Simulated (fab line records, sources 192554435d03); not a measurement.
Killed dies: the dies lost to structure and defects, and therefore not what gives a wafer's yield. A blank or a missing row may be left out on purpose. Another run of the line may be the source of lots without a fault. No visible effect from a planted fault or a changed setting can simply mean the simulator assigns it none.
Chamber matching ; flow n5Finfet ; N5_PASSIVATION_ETCH_54 on rieDiel-01: 4 sister chambers
The step etches SiO2 in CHF3/O2, target depth 880 nm, time 440 s. 4 wafers are shown with their chamber, then 6 later ones without.

== WAFERS PAIRED WITH THEIR CHAMBERS ==
wafer;chamber;rfVppV (V)
L675.6;0;547
L682.1;3;541
L681.1;1;530
L681.3;2;480

== WAFERS WHOSE CHAMBER IS MISSING ==
wafer;rfVppV (V)
L681.5;530
L683.5;530
L683.6;480
L692.1;547
L692.5;542
L692.6;547

== EACH ONE'S CHAMBER ==
wafer;from the rows above;in truth
L681.5;1;1
L683.5;1;1
L683.6;2;2
L692.1;0;0
L692.5;3;3
L692.6;0;0
Correctly placed: 6 of 6. From these rows, 0 cannot be placed. Number placed wrongly: 0.
How it was worked out, from the rows above alone: a wafer's distance from a chamber is the root of the sum, over the readings, of the square of ((its reading less the chamber's mean) divided by the reading's scatter). The wafer belongs to the nearest chamber; if the next one is less than 2 further off, it can't be placed. A chamber's mean is the mean of its shown wafers. The scatter: root of mean squared gap, hidden wafer to nearest shown wafer, with one shown wafer a chamber.
